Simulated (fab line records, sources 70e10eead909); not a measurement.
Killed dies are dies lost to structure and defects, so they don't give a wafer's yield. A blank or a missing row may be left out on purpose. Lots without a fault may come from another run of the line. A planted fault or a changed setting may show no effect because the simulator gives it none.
A struck lot beside a sound one | flow nand_harc | 15 steps out of a route of 1159
Sound: wafers L512.1, L512.2, L512.3. Struck: wafers L520.1, L520.3, L520.6. The cause comes at the end.
At each step with rows: each side's tool, then ch and its chambers, then its first start. Under that, the readings that differ: sound wafers | struck wafers | difference of the means | sigmas: that difference in standard deviations of wafers without a fault.
alike: readings whose means differ by less than 2 such deviations, and words and numbers that are the same on both sides. not compared: withheld readings, readings that some wafer has no value for, bounds like >300 that may hide the same value, and numbers for which the record gives no deviation and whose values overlap.
The two part at a step that has a row with sigmas, a row that says differs or no value, or rows on one side only. Numbers that don't overlap but have no deviation are shown without sigmas and don't part them. A reading that every wafer of one side lacks parts them only if that side has two wafers or more.

first, 7 steps without rows for these wafers: NHARC_A_BONDPAD_COAT_33 (time 65 s); NHARC_A_BONDPAD_COAT_03 (resist thk 600 nm); NHARC_A_BONDPAD_SOFTBAKE_04 (time 70 s); NHARC_A_BONDPAD_EBR_05; NHARC_A_BONDPAD_EXPOSE_06 (exposes mask A BPAD); NHARC_A_BONDPAD_PEB_07 (peb time 80 s); NHARC_A_BONDPAD_DEVELOP_08 (time 50 s).
NHARC_A_BONDPAD_CD_MEAS_09: target cd 500 nm.
  sound on cd_sem-02 ch 0, day 20 02:29; struck on cd_sem-01 ch 0, day 21 04:48
  alike: cd_nm
NHARC_A_BONDPAD_OVL_MEAS_35:
  sound on overlay-01, day 20 02:34; struck on overlay-02, day 21 04:53
  alike: overlay_x_nm, overlay_y_nm
then, 1 step without rows for these wafers: NHARC_A_BONDPAD_HARDBAKE_10 (time 65 s).
NHARC_A_BONDPAD_DESCUM_11: chemistry O2, time 3 s.
  sound on rie_diel-01 ch 0,1,2, day 20 02:41; struck on rie_diel-03 ch 1,3, day 21 05:02
  alike: drypump_motor_current_A, o2_flow_sccm, oes_product_au, rf_vpp_V, showerhead_plenum_p_Torr, throttle_valve_pct
  not compared: rf_hours_counter_h
NHARC_A_BONDPAD_ETCH_34: etches the open film in N2/H2, target depth 60 nm, overetch 18 nm, time 65.91 s.
  sound on rie_diel-01 ch 0,2,3, day 20 02:47; struck on rie_diel-03 ch 1,3, day 21 05:08
  alike: drypump_motor_current_A, h2_flow_sccm, oes_product_au, rf_fwd_power_W, rf_vpp_V, showerhead_plenum_p_Torr, throttle_valve_pct
  not compared: rf_hours_counter_h
NHARC_A_BONDPAD_ETCH_12: etches the open film in CHF3/O2, target depth 220 nm, time 110 s.
  sound on rie_diel-01 ch 0,1,2, day 20 02:55; struck on rie_diel-03 ch 0,2,3, day 21 05:13
  reading               | sound             | struck            | difference | sigmas
  oes_product_au (a.u.) | 0.920 0.921 0.926 | 0.715 0.704 0.709 | -0.213     | -9
  rf_fwd_power_W (W)    | 497.1 496.1 497.7 | 296.1 296.1 298.3 | -200.1     | -99 or more
  alike: drypump_motor_current_A, o2_flow_sccm, rf_vpp_V, showerhead_plenum_p_Torr, throttle_valve_pct
  not compared: rf_hours_counter_h
NHARC_A_BONDPAD_CD_MEAS_13:
  sound on cd_sem-03, day 20 03:04; struck on cd_sem-01, day 21 05:21
  alike: cd_nm
NHARC_END_SORT_01:
  sound on prober-01 ch 0, day 21 10:03; struck on prober-02 ch 0, day 22 17:39
  reading                  | sound          | struck         | difference | sigmas
  defect_limited_yield (%) | 97.0 95.7 97.0 | 0 0 0          | -97        | -54
  killed_at_array          | 19 26 17       | 674 661 672    | +648       | +59
  killed_at_periphery      | 1 3 3          | 3 13 5         | +5         | +2
  killed_dies              | 20 29 20       | 677 677 677    | +654       | +54
  killed_short             | 1 2 0          | 3 9 3          | +4         | +3
  sort_bin_2_pct (%)       | 0.3 0.3 1.2    | 97.5 94.5 95.7 | +95.3      | +99 or more
  sort_n_pass              | 657 648 657    | 0 0 0          | -654       | -54
  sort_rim_yield_pct (%)   | 96.2 87.7 94.3 | 0 0 0          | -93        | -33
  sort_yield_pct (%)       | 97.0 95.7 97.0 | 0 0 0          | -97        | -54
  alike: killed_at_other, killed_open, sort_bin_3_pct, sort_bin_4_pct

WHERE THEY PART
First at NHARC_A_BONDPAD_ETCH_12; last, within this record, at NHARC_END_SORT_01.

WHY: what the simulator had put in
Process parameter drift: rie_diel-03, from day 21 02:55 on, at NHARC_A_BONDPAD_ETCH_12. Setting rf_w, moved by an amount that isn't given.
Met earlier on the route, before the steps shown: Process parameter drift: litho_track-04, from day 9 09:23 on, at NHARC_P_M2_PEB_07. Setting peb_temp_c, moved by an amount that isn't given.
